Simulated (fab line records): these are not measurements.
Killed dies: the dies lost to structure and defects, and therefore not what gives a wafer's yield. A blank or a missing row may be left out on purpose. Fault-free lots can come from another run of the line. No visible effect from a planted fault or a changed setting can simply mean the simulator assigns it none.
fab line records ; flow nand_harc ; part 1 of 2: steps 1 to 25 of 36
[record] lots = 5; wafers = 15; last_day = 30
route steps=1302 shown A_M0@1163 A_M1@1169
lots that met no fault: from a run of the same line without faults
start_h: start of the lot's first displayed wafer, in hours after the record's first day ; wait_h: time in hours since the lot's previous step ; " the same as in the row above ; L1.1+2: a single row standing in for several wafers ; - either no value or no given start ; * or withheld: withheld ; < > ~ a bound
route shown NAME@n: names a module that has steps shown in the file, with the first one's number in the route ; usual: mean/standard deviation taken from wafers without a fault ; same: alike in all rows ; chamber/n: place in a boat ; sites: readings site by site ; _std_site: standard deviation of those values ; _edge_site: outer sites' mean less inner sites' ; radius_mm: how far each site lies from the wafer's centre ; mask NAME#n: copy n ; behind: the tool/chamber that last shaped the wafer ; hold: the reason the lot was held/the length of the hold in hours/how it ended ; device: whichever transistor did not switch (one of n, p or np) ; end of line: the route-end tests of the same wafers ; step lacking rows: just its recipe ; killed: at the first sort, the dies lost to defects and structure; wafer yield is something else ; map: shows each die of a wafer: x if killed, . if not, _ if none is there
set.NAME: the setting the step ran with; set.NAME@STEP: the setting that earlier step ran with ; model.NAME: the simulator's own value behind a step, which no gauge read
a table for each step, a row for each wafer; lots at some steps of the route
services: from which hour (start_h, from the record's first day; less than 0 if before it) a tool's chamber was out of use, for how many hours, and why
[[steps]]
[step NHARC_A_M0_THK_MEAS_24]
[recipe] thk_meas_gauge = xrf
[usual] thk_nm = 114.0/1.5
lot.wafer;tool;chamber;start_h;wait_h;thk_nm
L076.1;film_metro-01;-;549.76;-;111.1
L076.2;film_metro-01;-;549.76;-;112.3
L076.6;film_metro-01;-;549.76;-;113.6
L082.2;film_metro-02;-;604.54;-;115.1
L082.4;film_metro-02;-;604.54;-;113.1
L082.6;film_metro-02;-;604.54;-;115.1
L083.1;film_metro-02;-;615.64;-;114.4
L083.2;film_metro-02;-;615.64;-;113.0
L083.6;film_metro-02;-;615.64;-;115.4
L084.1;film_metro-01;-;664.78;-;115.0
L084.3;film_metro-01;-;664.78;-;115.9
L084.5;film_metro-01;-;664.78;-;114.4
L089.3;film_metro-02;-;672.22;-;114.0
L089.5;film_metro-02;-;672.22;-;111.4
L089.6;film_metro-02;-;672.22;-;113.0
[step NHARC_A_M0_SRD_25]
lot.wafer;tool;chamber;start_h;wait_h
L076.1+2+6;wet_bench-10;3,5,6;549.81;0.0
L082.4+6+2;wet_bench-10;3,5,6;604.59;0.0
L083.1+6+2;wet_bench-08;0,4,5;615.68;0.0
L084.1+5+3;wet_bench-08;1,2,6;664.89;0.1
L089.6+5+3;wet_bench-10;3,6,0;672.26;0.0
[step NHARC_A_M0_INSPECT_27]
[usual] raw_defect_count = 508/110
lot.wafer;tool;chamber;start_h;wait_h;raw_defect_count
L076.1;defect_inspect-02;-;549.92;0.0;639
L076.2;defect_inspect-02;-;549.92;0.0;625
L076.6;defect_inspect-02;-;549.92;0.0;528
L082.2;defect_inspect-02;-;604.70;0.0;562
L082.4;defect_inspect-02;-;604.70;0.0;540
L082.6;defect_inspect-02;-;604.70;0.0;541
L083.1;defect_inspect-01;-;615.80;0.0;470
L083.2;defect_inspect-01;-;615.80;0.0;440
L083.6;defect_inspect-01;-;615.80;0.0;373
L084.1;defect_inspect-01;-;665.00;0.0;462
L084.3;defect_inspect-01;-;665.00;0.0;509
L084.5;defect_inspect-01;-;665.00;0.0;376
L089.3;defect_inspect-02;-;672.37;0.0;525
L089.5;defect_inspect-02;-;672.37;0.0;452
L089.6;defect_inspect-02;-;672.37;0.0;485
[step NHARC_A_M0_PRE_CLEAN_31]
[recipe] time_s = 12; temp_c = 370; rf_power_w = 300; gas = NH3
[usual] heater_power_w = 605/61; susceptor_temp_C = 370.01/0.19
lot.wafer;tool;chamber;start_h;wait_h;heater_power_w;since_wet_clean_h;susceptor_temp_C
L076.1;pecvd-02;0;549.98;0.1;670;129;369.67
L076.2;pecvd-02;2;549.98;0.1;633;129;370.20
L076.6;pecvd-02;0;549.98;0.1;688;-;369.56
L082.2;pecvd-04;0;604.76;0.1;646;142;369.95
L082.6;pecvd-04;1;604.76;0.1;613;-;370.19
L082.4;pecvd-04;2;604.76;0.1;509;-;369.99
L083.1;pecvd-02;1;615.87;0.1;536;14;370.00
L083.2;pecvd-02;2;615.87;0.1;647;14;369.80
L083.6;pecvd-02;2;615.87;0.1;647;-;370.02
L084.1;pecvd-04;2;665.07;0.1;585;21;369.61
L084.3;pecvd-04;0;665.07;0.1;636;21;369.89
L084.5;pecvd-04;2;665.07;0.1;567;-;369.88
L089.3;pecvd-02;0;672.47;0.1;731;70;370.01
L089.6;pecvd-02;1;672.47;0.1;549;-;370.21
L089.5;pecvd-02;0;672.47;0.1;734;-;370.15
[step NHARC_A_M0_DEP_32]
[recipe] target_thk_a = 300; temp_c = 370; target_thk_nm = 30; pressure_torr = 3; flow_sccm = 200; rf_w = 450; material = SiCN
[usual] heater_power_w = 558/52; susceptor_temp_C = 369.98/0.2
lot.wafer;tool;chamber;start_h;wait_h;heater_power_w;since_wet_clean_h;susceptor_temp_C
L076.1;pecvd-02;0;550.10;0.1;597;129;369.48
L076.2;pecvd-02;2;550.10;0.1;581;129;370.52
L076.6;pecvd-02;0;550.10;0.1;581;-;369.77
L082.2;pecvd-04;0;604.84;0.1;534;142;370.01
L082.6;pecvd-04;1;604.84;0.1;568;-;370.21
L082.4;pecvd-04;2;604.84;0.1;512;-;370.11
L083.1;pecvd-02;1;615.94;0.1;518;14;369.86
L083.2;pecvd-02;2;615.94;0.1;581;14;369.77
L083.6;pecvd-02;2;615.94;0.1;592;-;370.06
L084.1;pecvd-04;2;665.15;0.1;523;21;370.25
L084.3;pecvd-04;0;665.15;0.1;575;21;370.11
L084.5;pecvd-04;2;665.15;0.1;511;-;369.75
L089.3;pecvd-02;0;672.61;0.1;619;70;369.81
L089.6;pecvd-02;1;672.61;0.1;555;-;370.12
L089.5;pecvd-02;0;672.61;0.1;645;-;369.93
[step NHARC_A_M1_DEP_00]
[recipe] target_thk_a = 1825; target_thk_nm = 182.5; temp_c = withheld; pressure_torr = 5; flow_sccm = 200; rf_w = 600; material = SiOC
lot.wafer;tool;chamber;start_h;wait_h;since_wet_clean_h
L076.2;pecvd-02;2;550.62;0.4;129
L076.1;pecvd-02;0;550.62;0.4;130
L076.6;pecvd-02;2;550.62;0.4;-
L082.2;pecvd-03;1;605.25;-;45
L082.6;pecvd-03;2;605.25;-;-
L082.4;pecvd-03;0;605.25;-;-
L083.1;pecvd-03;0;616.44;-;56
L083.2;pecvd-03;1;616.44;-;56
L083.6;pecvd-03;0;616.44;-;-
L084.1;pecvd-02;0;665.57;-;63
L084.3;pecvd-02;1;665.57;-;63
L084.5;pecvd-02;1;665.57;-;-
L089.3;pecvd-04;2;672.98;-;29
L089.6;pecvd-04;1;672.98;-;-
L089.5;pecvd-04;2;672.98;-;-
[step NHARC_A_M1_DEHYDRATE_01]
[recipe] temp_c = 150; time_s = 120
[usual] plate_temp_C = 149.98/0.14
lot.wafer;tool;chamber;start_h;wait_h;plate_temp_C
L076.1;litho_track-01;0;551.17;0.4;150.02
L076.2;litho_track-01;0;551.17;0.4;150.01
L076.6;litho_track-01;0;551.17;0.4;149.99
L082.2;litho_track-04;0;605.66;-;150.19
L082.4;litho_track-04;0;605.66;-;150.05
L082.6;litho_track-04;0;605.66;-;150.34
L083.1;litho_track-01;0;616.80;-;150.05
L083.2;litho_track-01;0;616.80;-;149.91
L083.6;litho_track-01;0;616.80;-;150.07
L084.1;litho_track-04;0;665.98;-;150.01
L084.3;litho_track-04;0;665.98;-;149.81
L084.5;litho_track-04;0;665.98;-;149.80
L089.3;litho_track-04;0;673.35;-;149.89
L089.5;litho_track-04;0;673.35;-;150.11
L089.6;litho_track-04;0;673.35;-;150.09
[step NHARC_A_M1_HMDS_02]
[recipe] time_s = 30
lot.wafer;tool;chamber;start_h;wait_h
L076.1+2+6;litho_track-01;0;-;-
L082.2+4+6;litho_track-04;0;-;-
L083.1+2+6;litho_track-01;0;-;-
L084.1+3+5;litho_track-04;0;-;-
L089.3+5+6;litho_track-04;0;-;-
[step NHARC_A_M1_COAT_34]
[recipe] temp_c = 200; time_s = 65
[usual] plate_temp_C = 199.97/0.15
lot.wafer;tool;chamber;start_h;wait_h;plate_temp_C
L076.1;litho_track-01;0;-;-;200.04
L076.2;litho_track-01;0;-;-;200.04
L076.6;litho_track-01;0;-;-;200.12
L082.2;litho_track-04;0;-;-;199.95
L082.4;litho_track-04;0;-;-;199.81
L082.6;litho_track-04;0;-;-;199.80
L083.1;litho_track-01;0;-;-;200.07
L083.2;litho_track-01;0;-;-;200.04
L083.6;litho_track-01;0;-;-;199.81
L084.1;litho_track-04;0;-;-;200.08
L084.3;litho_track-04;0;-;-;200.14
L084.5;litho_track-04;0;-;-;200.10
L089.3;litho_track-04;0;-;-;200.02
L089.5;litho_track-04;0;-;-;199.74
L089.6;litho_track-04;0;-;-;199.96
[step NHARC_A_M1_COAT_03]
[recipe] spin_rpm = 1500; resist_thk_nm = 90
lot.wafer;tool;chamber;start_h;wait_h
L076.1+2+6;litho_track-01;0;-;-
L082.2+4+6;litho_track-04;0;-;-
L083.1+2+6;litho_track-01;0;-;-
L084.1+3+5;litho_track-04;0;-;-
L089.3+5+6;litho_track-04;0;-;-
[step NHARC_A_M1_SOFTBAKE_04]
[recipe] temp_c = 105; time_s = 55
[usual] plate_temp_C = 104.99/0.15
lot.wafer;tool;chamber;start_h;wait_h;plate_temp_C
L076.1;litho_track-01;0;-;-;105.02
L076.2;litho_track-01;0;-;-;104.93
L076.6;litho_track-01;0;-;-;104.85
L082.2;litho_track-04;0;-;-;104.89
L082.4;litho_track-04;0;-;-;104.98
L082.6;litho_track-04;0;-;-;105.02
L083.1;litho_track-01;0;-;-;105.11
L083.2;litho_track-01;0;-;-;105.03
L083.6;litho_track-01;0;-;-;105.22
L084.1;litho_track-04;0;-;-;105.09
L084.3;litho_track-04;0;-;-;105.17
L084.5;litho_track-04;0;-;-;104.93
L089.3;litho_track-04;0;-;-;105.12
L089.5;litho_track-04;0;-;-;105.06
L089.6;litho_track-04;0;-;-;105.02
[step NHARC_A_M1_EBR_05]
lot.wafer;tool;chamber;start_h;wait_h
L076.1+2+6;litho_track-01;0;-;-
L082.2+4+6;litho_track-04;0;-;-
L083.1+2+6;litho_track-01;0;-;-
L084.1+3+5;litho_track-04;0;-;-
L089.3+5+6;litho_track-04;0;-;-
[step NHARC_A_M1_EXPOSE_06]
[recipe] na = 1.35; target_cd_nm = 120; dose_mj = 75.13; mask_id = A_M1
[usual] stage_vel_mm_s = 499.93/0.26
[same] na = 1.35
lot.wafer;tool;chamber;start_h;wait_h;mask;stage_vel_mm_s
L076.1;arfi_scanner-03;0;551.46;-;A_M1#0;500.10
L076.2;arfi_scanner-03;0;551.46;-;A_M1#0;499.65
L076.6;arfi_scanner-03;0;551.46;-;A_M1#0;500.49
L082.2;arfi_scanner-03;0;605.83;-;A_M1#0;499.85
L082.4;arfi_scanner-03;0;605.83;-;A_M1#0;500.02
L082.6;arfi_scanner-03;0;605.83;-;A_M1#0;499.45
L083.1;arfi_scanner-02;0;617.09;-;A_M1#0;499.65
L083.2;arfi_scanner-02;0;617.09;-;A_M1#0;499.66
L083.6;arfi_scanner-02;0;617.09;-;A_M1#0;499.81
L084.1;arfi_scanner-03;0;666.27;-;A_M1#0;499.62
L084.3;arfi_scanner-03;0;666.27;-;A_M1#0;499.62
L084.5;arfi_scanner-03;0;666.27;-;A_M1#0;499.64
L089.3;arfi_scanner-02;0;673.52;-;A_M1#0;500.10
L089.5;arfi_scanner-02;0;673.52;-;A_M1#0;499.96
L089.6;arfi_scanner-02;0;673.52;-;A_M1#0;499.93
[step NHARC_A_M1_PEB_07]
[recipe] peb_temp_c = 100; peb_time_s = 65
[usual] plate_temp_C = 99.96/0.12
lot.wafer;tool;chamber;start_h;wait_h;plate_temp_C
L076.1;litho_track-04;0;551.52;0.1;99.99
L076.2;litho_track-04;0;551.52;0.1;100.04
L076.6;litho_track-04;0;551.52;0.1;100.16
L082.2;litho_track-01;0;605.88;0.1;99.69
L082.4;litho_track-01;0;605.88;0.1;99.74
L082.6;litho_track-01;0;605.88;0.1;99.86
L083.1;litho_track-04;0;617.15;0.1;99.78
L083.2;litho_track-04;0;617.15;0.1;99.86
L083.6;litho_track-04;0;617.15;0.1;99.75
L084.1;litho_track-01;0;666.33;0.1;100.02
L084.3;litho_track-01;0;666.33;0.1;100.05
L084.5;litho_track-01;0;666.33;0.1;99.96
L089.3;litho_track-01;0;673.57;0.0;100.01
L089.5;litho_track-01;0;673.57;0.0;99.95
L089.6;litho_track-01;0;673.57;0.0;100.12
[step NHARC_A_M1_DEVELOP_08]
[recipe] develop_time_s = 35; dev_temp_c = 23
lot.wafer;tool;chamber;start_h;wait_h
L076.1+2+6;litho_track-04;0;-;-
L082.2+4+6;litho_track-01;0;-;-
L083.1+2+6;litho_track-04;0;-;-
L084.1+3+5;litho_track-01;0;-;-
L089.3+5+6;litho_track-01;0;-;-
[step NHARC_A_M1_CD_MEAS_09]
[recipe] target_cd_nm = 120; landing_energy_ev = 500
[usual] cd_nm = 120.0/0.64
lot.wafer;tool;chamber;start_h;wait_h;cd_nm
L076.1;cd_sem-01;0;551.60;-;120.0
L076.2;cd_sem-01;0;551.60;-;119.3
L076.6;cd_sem-01;0;551.60;-;119.7
L082.2;cd_sem-03;0;605.96;-;120.9
L082.4;cd_sem-03;0;605.96;-;119.9
L082.6;cd_sem-03;0;605.96;-;120.6
L083.1;cd_sem-02;0;617.23;-;119.6
L083.2;cd_sem-02;0;617.23;-;119.1
L083.6;cd_sem-02;0;617.23;-;120.2
L084.1;cd_sem-03;0;666.40;-;120.0
L084.3;cd_sem-03;0;666.40;-;119.9
L084.5;cd_sem-03;0;666.40;-;119.2
L089.3;cd_sem-03;0;673.66;-;120.7
L089.5;cd_sem-03;0;673.66;-;119.6
L089.6;cd_sem-03;0;673.66;-;120.4
[step NHARC_A_M1_OVL_MEAS_10]
[recipe] pitch_nm = 240
[usual] overlay_x_nm = -0.1/0.89; overlay_y_nm = 0.2/0.96
lot.wafer;tool;chamber;start_h;wait_h;overlay_x_nm;overlay_y_nm
L076.1;overlay-01;-;551.69;-;0.1;1.1
L076.2;overlay-01;-;551.69;-;-0.1;1.2
L076.6;overlay-01;-;551.69;-;-0.1;1.5
L082.2;overlay-02;-;606.05;-;-0.4;0.9
L082.4;overlay-02;-;606.05;-;-0.5;0.7
L082.6;overlay-02;-;606.05;-;-0.2;0.8
L083.1;overlay-01;-;617.31;-;0.2;-1.0
L083.2;overlay-01;-;617.31;-;0.3;-1.3
L083.6;overlay-01;-;617.31;-;-0.1;-1.2
L084.1;overlay-01;-;666.49;-;1.1;1.5
L084.3;overlay-01;-;666.49;-;0.4;0.9
L084.5;overlay-01;-;666.49;-;0.7;1.3
L089.3;overlay-02;-;673.74;-;-0.7;0.8
L089.5;overlay-02;-;673.74;-;-0.6;0.4
L089.6;overlay-02;-;673.74;-;-0.5;0.7
[step NHARC_A_M1_INSPECT_11]
[usual] raw_defect_count = 89/37
lot.wafer;tool;chamber;start_h;wait_h;raw_defect_count
L076.1;defect_inspect-02;-;551.72;0.0;128
L076.2;defect_inspect-02;-;551.72;0.0;132
L076.6;defect_inspect-02;-;551.72;0.0;141
L082.2;defect_inspect-02;-;606.09;0.0;125
L082.4;defect_inspect-02;-;606.09;0.0;130
L082.6;defect_inspect-02;-;606.09;0.0;136
L083.1;defect_inspect-02;-;617.35;0.0;80
L083.2;defect_inspect-02;-;617.35;0.0;70
L083.6;defect_inspect-02;-;617.35;0.0;86
L084.1;defect_inspect-02;-;666.53;0.0;139
L084.3;defect_inspect-02;-;666.53;0.0;114
L084.5;defect_inspect-02;-;666.53;0.0;119
L089.3;defect_inspect-02;-;673.78;0.0;61
L089.5;defect_inspect-02;-;673.78;0.0;52
L089.6;defect_inspect-02;-;673.78;0.0;50
[step NHARC_A_M1_DESCUM_14]
[recipe] time_s = 3; o2_flow_sccm = 200; ar_flow_sccm = 0; bias_power_w = 0; chemistry = O2
[usual] drypump_motor_current_A = 5.7/0.48; oes_product_au = 0.998/0.0095; rf_vpp_V = 57.7/0.94; showerhead_plenum_p_Torr = 1.90/0.081; throttle_valve_pct = 11.311/0.0086
lot.wafer;tool;chamber;start_h;wait_h;drypump_motor_current_A;oes_product_au;rf_hours_counter_h;rf_vpp_V;showerhead_plenum_p_Torr;throttle_valve_pct
L076.2;rie_diel-02;2;551.79;0.1;6.3;1.000;4;56.1;1.79;11.320
L076.1;rie_diel-02;3;551.79;0.1;5.3;0.993;4;58.0;1.89;11.309
L076.6;rie_diel-02;1;551.79;0.1;5.7;0.986;-;56.6;1.82;11.318
L082.2;rie_diel-09;3;606.17;0.1;5.4;1.012;5;57.1;1.89;11.294
L082.4;rie_diel-09;1;606.17;0.1;6.1;1.005;-;57.0;1.93;11.304
L082.6;rie_diel-09;2;606.17;0.1;6.4;0.994;-;57.5;1.93;11.295
L083.2;rie_diel-02;1;617.41;0.1;5.7;1.005;2;56.1;1.82;11.306
L083.1;rie_diel-02;0;617.41;0.1;5.6;0.994;2;59.3;1.82;11.316
L083.6;rie_diel-02;1;617.41;0.1;5.7;1.009;-;58.9;1.82;11.320
L084.1;rie_diel-11;2;666.59;0.1;5.4;0.990;3;56.7;1.83;11.317
L084.3;rie_diel-11;0;666.59;0.1;5.7;0.991;4;57.3;2.03;11.314
L084.5;rie_diel-11;2;666.59;0.1;5.4;0.977;-;57.1;1.83;11.319
L089.3;rie_diel-09;1;673.85;0.1;6.1;1.006;9;58.0;1.93;11.305
L089.6;rie_diel-09;3;673.85;0.1;5.4;1.016;-;55.7;1.89;11.311
L089.5;rie_diel-09;0;673.85;0.1;6.5;0.998;-;57.2;1.85;11.318
[step NHARC_A_M1_ETCH_35]
[recipe] target_depth_a = 400; overetch_a = 120; time_s = 43.94; ion_energy_ev = 200; n2_flow_sccm = 150; h2_flow_sccm = 150; ar_flow_sccm = 0; rf_w = 400; bias_w = 150; chemistry = N2/H2
[usual] drypump_motor_current_A = 5.7/0.48; oes_product_au = 0.999/0.01; rf_vpp_V = 430.1/2.5; showerhead_plenum_p_Torr = 2.02/0.089; throttle_valve_pct = 14.171/0.0083
lot.wafer;tool;chamber;start_h;wait_h;drypump_motor_current_A;oes_product_au;rf_hours_counter_h;rf_vpp_V;showerhead_plenum_p_Torr;throttle_valve_pct
L076.1;rie_diel-02;2;551.88;0.1;6.4;0.994;4;426.2;1.90;14.179
L076.2;rie_diel-02;3;551.88;0.1;5.3;0.990;4;430.7;2.01;14.175
L076.6;rie_diel-02;2;551.88;0.1;6.4;0.996;-;426.2;1.90;14.166
L082.2;rie_diel-09;1;606.25;0.1;6.1;1.001;5;428.6;2.06;14.174
L082.6;rie_diel-09;1;606.25;0.1;6.1;1.004;-;431.2;2.06;14.167
L082.4;rie_diel-09;3;606.25;0.1;5.4;1.011;-;429.4;2.02;14.175
L083.1;rie_diel-02;1;617.50;0.1;5.7;0.995;2;427.3;1.94;14.168
L083.2;rie_diel-02;2;617.50;0.1;6.3;0.996;2;427.3;1.90;14.173
L083.6;rie_diel-02;1;617.50;0.1;5.7;1.008;-;426.1;1.94;14.175
L084.3;rie_diel-11;3;666.68;0.1;5.7;1.001;4;427.7;1.91;14.176
L084.1;rie_diel-11;1;666.68;0.1;4.8;1.008;3;432.6;2.16;14.176
L084.5;rie_diel-11;3;666.68;0.1;5.7;1.019;-;426.9;1.91;14.170
L089.3;rie_diel-09;0;673.94;0.1;6.5;1.008;2;428.3;1.97;14.173
L089.6;rie_diel-09;1;673.94;0.1;6.1;1.003;-;429.7;2.06;14.154
L089.5;rie_diel-09;2;673.94;0.1;6.4;1.002;-;431.6;2.05;14.180
[step NHARC_A_M1_ETCH_15]
[recipe] target_depth_a = 1825; time_s = 91.2; c4f8_flow_sccm = withheld; ar_flow_sccm = 400; rf_w = 600; bias_w = 300; chemistry = C4F8/Ar
[usual] oes_product_au = 0.949/0.022; rf_vpp_V = 440.4/2.6
lot.wafer;tool;chamber;start_h;wait_h;oes_product_au;rf_hours_counter_h;rf_vpp_V
L076.1;rie_diel-02;2;-;-;0.931;4;435.9
L076.2;rie_diel-02;3;-;-;0.926;4;439.9
L076.6;rie_diel-02;3;-;-;0.925;-;440.9
L082.2;rie_diel-09;1;-;-;0.922;5;441.5
L082.6;rie_diel-09;1;-;-;0.915;-;442.4
L082.4;rie_diel-09;3;-;-;0.929;-;439.5
L083.1;rie_diel-02;1;-;-;0.955;2;437.5
L083.2;rie_diel-02;3;-;-;0.972;2;441.3
L083.6;rie_diel-02;1;-;-;0.956;-;438.3
L084.1;rie_diel-11;0;-;-;0.968;4;442.5
L084.3;rie_diel-11;1;-;-;0.981;3;444.1
L084.5;rie_diel-11;2;-;-;0.943;-;439.1
L089.3;rie_diel-09;3;-;-;0.931;11;440.8
L089.5;rie_diel-09;0;-;-;0.963;-;439.0
L089.6;rie_diel-09;1;-;-;0.925;-;440.7
[step NHARC_A_M1_CD_MEAS_16]
[usual] cd_nm = 120.1/0.79
lot.wafer;tool;chamber;start_h;wait_h;cd_nm
L076.1;cd_sem-02;-;552.09;-;119.6
L076.2;cd_sem-02;-;552.09;-;119.9
L076.6;cd_sem-02;-;552.09;-;120.0
L082.2;cd_sem-01;-;606.50;-;119.9
L082.4;cd_sem-01;-;606.50;-;120.4
L082.6;cd_sem-01;-;606.50;-;120.5
L083.1;cd_sem-03;-;617.72;-;119.1
L083.2;cd_sem-03;-;617.72;-;119.1
L083.6;cd_sem-03;-;617.72;-;120.2
L084.1;cd_sem-03;-;666.89;-;119.7
L084.3;cd_sem-03;-;666.89;-;120.5
L084.5;cd_sem-03;-;666.89;-;119.8
L089.3;cd_sem-02;-;674.15;-;121.2
L089.5;cd_sem-02;-;674.15;-;119.7
L089.6;cd_sem-02;-;674.15;-;119.5
[step NHARC_A_M1_STRIP_18]
[recipe] power_w = 1000; n2_flow_sccm = 150; h2_flow_sccm = 150; ar_flow_sccm = 0; bias_w = 0; chemistry = N2/H2
[usual] drypump_motor_current_A = 5.7/0.44; oes_product_au = 0.999/0.01; rf_vpp_V = 90.5/0.92; showerhead_plenum_p_Torr = 1.99/0.084; throttle_valve_pct = 14.173/0.0097
lot.wafer;tool;chamber;start_h;wait_h;drypump_motor_current_A;oes_product_au;rf_hours_counter_h;rf_vpp_V;showerhead_plenum_p_Torr;throttle_valve_pct
L076.2;rie_diel-09;3;552.20;0.1;5.4;1.013;2;90.1;2.02;14.178
L076.1;rie_diel-09;1;552.20;0.1;6.1;1.004;2;90.8;2.06;14.171
L076.6;rie_diel-09;1;552.20;0.1;6.1;1.005;-;91.4;2.06;14.168
L082.2;rie_diel-11;0;606.59;0.1;5.7;1.012;12;91.4;2.17;14.198
L082.4;rie_diel-11;1;606.59;0.1;4.8;1.001;10;91.2;2.16;14.162
L082.6;rie_diel-11;0;606.59;0.1;5.7;1.002;-;93.1;2.17;14.164
L083.2;rie_diel-02;2;617.85;0.1;6.3;0.990;2;90.3;1.90;14.167
L083.1;rie_diel-02;3;617.85;0.1;5.3;0.992;2;90.3;2.01;14.180
L083.6;rie_diel-02;0;617.85;0.1;5.7;0.997;-;90.9;1.94;14.171
L084.3;rie_diel-09;2;666.97;0.1;6.4;0.986;8;91.1;2.05;14.165
L084.1;rie_diel-09;0;666.97;0.1;6.5;1.003;2;90.7;1.97;14.176
L084.5;rie_diel-09;3;666.97;0.1;5.5;1.011;-;90.6;2.02;14.176
L089.3;rie_diel-02;3;674.22;0.1;5.3;0.992;3;89.6;2.01;14.176
L089.6;rie_diel-02;3;674.22;0.1;5.3;0.995;-;90.5;2.01;14.171
L089.5;rie_diel-02;0;674.22;0.1;5.7;1.002;-;90.8;1.94;14.178
[step NHARC_A_M1_ETCH_28]
[recipe] target_depth_a = 300; over_etch_frac = 0.3; time_s = 72.99; ion_energy_ev = 150; cf4_flow_sccm = 50; n2_flow_sccm = 100; ar_flow_sccm = 150; rf_w = 300; bias_w = 100; chemistry = CF4/N2
[usual] drypump_motor_current_A = 5.7/0.43; oes_product_au = 0.999/0.0092; rf_vpp_V = 313.3/1.8; showerhead_plenum_p_Torr = 2.57/0.097; throttle_valve_pct = 19.794/0.0087
lot.wafer;tool;chamber;start_h;wait_h;drypump_motor_current_A;oes_product_au;rf_hours_counter_h;rf_vpp_V;showerhead_plenum_p_Torr;throttle_valve_pct
L076.1;rie_diel-09;3;-;-;5.5;1.011;2;313.1;2.60;19.794
L076.2;rie_diel-09;1;-;-;6.1;0.990;2;315.2;2.65;19.809
L076.6;rie_diel-09;2;-;-;6.4;0.988;-;315.1;2.64;19.795
L082.2;rie_diel-11;0;-;-;5.7;0.995;12;318.4;2.78;19.794
L082.4;rie_diel-11;1;-;-;4.8;0.998;10;316.1;2.77;19.814
L082.6;rie_diel-11;3;-;-;5.7;1.006;-;311.6;2.48;19.810
L083.2;rie_diel-02;1;-;-;5.7;0.990;2;312.8;2.50;19.787
L083.1;rie_diel-02;2;-;-;6.3;0.994;2;311.6;2.46;19.789
L083.6;rie_diel-02;3;-;-;5.3;1.002;-;313.9;2.59;19.791
L084.1;rie_diel-09;1;-;-;6.1;1.004;8;316.9;2.65;19.796
L084.3;rie_diel-09;2;-;-;6.4;1.001;8;315.6;2.64;19.790
L084.5;rie_diel-09;2;-;-;6.4;1.002;-;315.8;2.64;19.776
L089.3;rie_diel-02;1;-;-;5.7;1.001;4;312.6;2.50;19.791
L089.6;rie_diel-02;3;-;-;5.3;0.996;-;313.3;2.59;19.795
L089.5;rie_diel-02;0;-;-;5.6;1.000;-;311.8;2.51;19.802
[step NHARC_A_M1_STRIP_19]
[recipe] time_s = 600; temp_c = 30; chemistry = post_etch_residue_remover
lot.wafer;tool;chamber;start_h;wait_h
L076.2+6+1;wet_bench-10;2,4,5;552.60;-
L082.6+4+2;wet_bench-10;6,7,2;606.94;-
L083.1+6+2;wet_bench-08;5,6,7;618.17;-
L084.5+3+1;wet_bench-08;0,1,2;667.37;-
L089.5+3+6;wet_bench-08;7,0,1;674.62;-
